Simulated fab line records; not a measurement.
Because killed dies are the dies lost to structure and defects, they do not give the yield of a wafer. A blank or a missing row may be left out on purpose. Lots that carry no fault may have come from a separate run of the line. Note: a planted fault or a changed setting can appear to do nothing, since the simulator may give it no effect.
Which tool is to blame? | flow n5Finfet | 11 lots with 31 wafers sampled at 3 steps, on a route of 1938 steps

== WHAT EACH GAUGE READ, for each wafer ==
N5_BEOL_M11_INSPECT_58: inspects for defects (darkfield).
lot  | measured     | on               | rawDefectCount
L134 | day 10 16:32 | defectInspect-01 | 84 52 82
L135 | day 10 22:50 | defectInspect-01 | 74 63 66
L137 | day 11 07:24 | defectInspect-01 | 57 56 54
L138 | day 11 19:27 | defectInspect-02 | 81 41 95
L141 | day 12 13:03 | defectInspect-01 | 72 80 56
L144 | day 12 23:51 | defectInspect-01 | 69 45
L145 | day 13 21:39 | defectInspect-02 | 45 48 44
L153 | day 15 03:23 | defectInspect-02 | 20 36 62
L150 | day 15 12:54 | defectInspect-01 | 76 60 70
L154 | day 16 02:41 | defectInspect-01 | 40 45
L155 | day 16 13:08 | defectInspect-01 | 30 62 31

== WHAT TOOL EACH LOT RAN ON (gives the tool, then ch and the chambers of the sampled wafers, and finally the start) ==
lot  | N5_BEOL_M11_DEGAS_44        | N5_BEOL_M11_DEP_56
L134 | pvdSputter-01, day 10 14:48 | pecvd-04 ch 0,1,2, day 10 16:27
L135 | pvdSputter-03, day 10 21:02 | pecvd-01 ch 0,1, day 10 22:46
L137 | pvdSputter-02, day 11 04:49 | pecvd-01 ch 0,1,2, day 11 07:19
L138 | pvdSputter-01, day 11 16:52 | pecvd-04 ch 0,2, day 11 19:22
L141 | pvdSputter-02, day 12 09:53 | pecvd-02 ch 0,1,2, day 12 12:58
L144 | pvdSputter-01, day 12 22:03 | pecvd-04 ch 0,2, day 12 23:46
L145 | pvdSputter-03, day 13 19:46 | pecvd-04 ch 0,1,2, day 13 21:34
L153 | pvdSputter-02, day 15 01:39 | pecvd-04 ch 0,1, day 15 03:18
L150 | pvdSputter-01, day 15 11:06 | pecvd-04 ch 0,2, day 15 12:49
L154 | pvdSputter-02, day 16 00:53 | pecvd-02 ch 0, day 16 02:35
L155 | pvdSputter-02, day 16 11:17 | pecvd-02 ch 0,2, day 16 13:03
- N5_BEOL_M11_DEGAS_44: time 60 s.
- N5_BEOL_M11_DEP_56: deposits SiCN from 3MS/NH3, target thk 30 nm, time 10.5 s.

== THE ANSWER, worked out from the rows above alone ==
Rule: what is usual is taken from the lots themselves. Put in order of their means at a reading, lots are off if they are a third of the lots or fewer, leave a main group of 4 or more, and stand apart from it by a gap of 3 or more times the standard deviation of the main group's means; of several such gaps the widest counts. The tables above print the reading to a certain number of digits; a main group whose means all agree to those digits is not used. A lot without any number at a reading at which 4 lots or more have one is off too. Any other lot the step has rows for is counted as sound.
Nothing can be told from this: no lot is off at any reading shown.

== WHAT THE SIMULATOR PUT IN ==
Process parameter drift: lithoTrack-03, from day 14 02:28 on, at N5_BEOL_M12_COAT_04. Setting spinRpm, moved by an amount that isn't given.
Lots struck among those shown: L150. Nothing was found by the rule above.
